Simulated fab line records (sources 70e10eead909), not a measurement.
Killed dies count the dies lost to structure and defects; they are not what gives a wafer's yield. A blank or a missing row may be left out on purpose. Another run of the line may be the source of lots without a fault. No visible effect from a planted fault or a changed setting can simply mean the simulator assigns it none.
Matching of chambers    flow nand_harc    NHARC_A_WL_FILL_CMP_12 on cmp-04: 4 sister chambers
The step polishes, t overpolish 30 s, target thk 100 nm. 24 wafers are shown with their chamber, then 12 later ones without.

== EACH WAFER AND ITS CHAMBER ==
wafer   chamber  motor_current_A (A)  time_to_endpoint_s (s)  overpolish_run_s (s)
L077.2  3        13.6                 18.4                    30.006
L077.3  1        11.2                 18.6                    29.991
L077.5  1        10.8                 19.5                    29.996
L080.3  2        9.8                  25.7                    30.011
L080.5  0        10.9                 19.9                    30.029
L080.6  3        14.0                 20.4                    29.992
L082.3  2        9.4                  24.6                    29.996
L082.4  0        10.7                 23.2                    30.002
L082.5  3        13.7                 18.7                    30.006
L085.4  1        11.0                 21.2                    30.009
L085.5  1        10.9                 19.6                    29.989
L085.6  0        11.0                 23.0                    29.998
L084.2  2        9.8                  24.5                    29.990
L084.4  0        10.8                 21.7                    30.001
L084.6  0        10.9                 24.1                    30.005
L086.3  3        13.6                 23.4                    30.005
L086.4  2        10.0                 26.0                    29.993
L086.6  3        13.8                 20.8                    29.987
L087.2  3        14.0                 19.8                    30.009
L087.5  1        11.2                 19.7                    30.001
L087.6  2        9.8                  23.8                    29.993
L089.1  0        10.7                 16.7                    29.992
L089.3  1        11.3                 16.6                    30.004
L089.6  3        13.3                 16.7                    30.001

SIGNATURES, as means of the wafers listed above
reading             chamber 0  chamber 1  chamber 2  chamber 3  scatter within a chamber
motor_current_A     10.833     11.067     9.760      13.714     0.203
time_to_endpoint_s  21.433     19.200     24.920     19.743     1.99
overpolish_run_s    30.00450   29.99833   29.99660   30.00086   0.00949
Rule: a wafer's distance from a chamber is the root of the sum, over the readings, of the square of ((its reading less the chamber's mean) divided by the reading's scatter). If the next closest chamber is less than 2 further off than the closest, the wafer can't be placed; otherwise it belongs to the closest. The scatter: the root of (the sum of the squares of (reading less its chamber's mean) over the shown wafers, divided by (wafers less chambers)).

== WAFERS WHOSE CHAMBER IS MISSING ==
wafer   motor_current_A (A)  time_to_endpoint_s (s)  overpolish_run_s (s)
L092.1  9.7                  22.4                    29.984
L092.3  10.6                 20.8                    29.995
L092.6  10.0                 20.0                    30.012
L093.3  10.5                 19.9                    29.993
L093.4  13.6                 17.3                    29.983
L093.5  11.1                 20.6                    29.993
L094.1  14.4                 19.8                    30.004
L094.2  9.8                  24.4                    30.017
L094.5  14.3                 18.2                    30.001
L097.3  13.9                 20.6                    29.994
L097.4  9.9                  22.1                    29.986
L097.6  14.4                 19.0                    30.003

== EACH ONE'S CHAMBER ==
wafer   from the rows above      in truth
L092.1  2                        2
L092.3  can't be placed: 0 or 1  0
L092.6  can't be placed: 2 or 0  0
L093.3  can't be placed: 0 or 1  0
L093.4  3                        3
L093.5  can't be placed: 1 or 0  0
L094.1  3                        3
L094.2  2                        2
L094.5  3                        3
L097.3  3                        3
L097.4  2                        2
L097.6  3                        3
Placed correctly: 8 of 12. Cannot be placed on the basis of these rows: 4; the candidates contain the true chamber in 4. Placed wrongly: 0.
